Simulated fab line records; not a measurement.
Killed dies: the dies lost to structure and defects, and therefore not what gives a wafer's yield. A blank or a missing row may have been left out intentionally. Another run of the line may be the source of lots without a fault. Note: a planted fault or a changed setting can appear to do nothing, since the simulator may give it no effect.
Matching of chambers	flow n5-finfet	rie-diel-04 running N5_BEOL_M14_DESCUM_33: 4 sister chambers
The step chemistry O2, time 7.9 s. 16 wafers are shown with their chamber, then 8 later ones without.

== WAFERS, EACH WITH ITS CHAMBER ==
wafer	chamber	throttle-valve-pct (%)	showerhead-plenum-p-Torr (Torr)	oes-product-au (a.u.)
L076.1	3	19.9	2.23	0.91
L076.4	0	21.0	2.10	0.71
L076.5	1	20.1	2.13	0.85
L077.1	1	20.2	2.12	0.84
L077.4	3	20.0	2.23	0.87
L077.5	0	21.0	2.09	0.70
L080.1	3	20.0	2.22	0.86
L080.4	1	20.2	2.12	0.83
L080.6	0	21.0	2.09	0.69
L081.1	3	20.0	2.22	0.86
L081.3	2	20.9	1.99	0.67
L081.4	0	21.0	2.09	0.70
L083.2	1	20.2	2.12	0.80
L083.4	1	20.2	2.12	0.82
L083.6	3	20.0	2.22	0.87
L092.1	3	20.0	2.21	0.84

SIGNATURES (means of the wafers above)
reading	chamber 0	chamber 1	chamber 2	chamber 3	scatter within a chamber
throttle-valve-pct	21.000	20.180	20.900	19.983	0.0369
showerhead-plenum-p-Torr	2.0925	2.1220	1.9900	2.2217	0.00604
oes-product-au	0.7000	0.8280	0.6700	0.8683	0.0191
Rule: distance of a wafer from a chamber = root of the sum over the readings of ((wafer's reading minus chamber's mean) / reading's scatter) squared. The wafer belongs to the nearest chamber; if the next one is less than 2 further off, it can't be placed. The scatter is the square root of a quotient: the sum, over the shown wafers, of each reading's squared deviation from its chamber's mean, divided by wafers minus chambers.

== WAFERS WITH NO CHAMBER GIVEN ==
wafer	throttle-valve-pct (%)	showerhead-plenum-p-Torr (Torr)	oes-product-au (a.u.)
L092.2	20.6	2.25	0.92
L092.6	20.2	2.11	0.79
L091.1	21.0	2.08	0.67
L091.2	20.6	2.25	0.92
L091.6	20.0	2.22	0.83
L095.2	20.0	2.21	0.83
L095.5	20.0	2.21	0.83
L095.6	20.6	2.25	0.91

== EACH ONE'S CHAMBER ==
wafer	from the rows above	in truth
L092.2	3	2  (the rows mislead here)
L092.6	1	1
L091.1	0	0
L091.2	3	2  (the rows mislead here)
L091.6	3	3
L095.2	3	3
L095.5	3	3
L095.6	3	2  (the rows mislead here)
Correct placement for 5 of the 8. From these rows, 0 cannot be placed. Wrongly placed: 3.
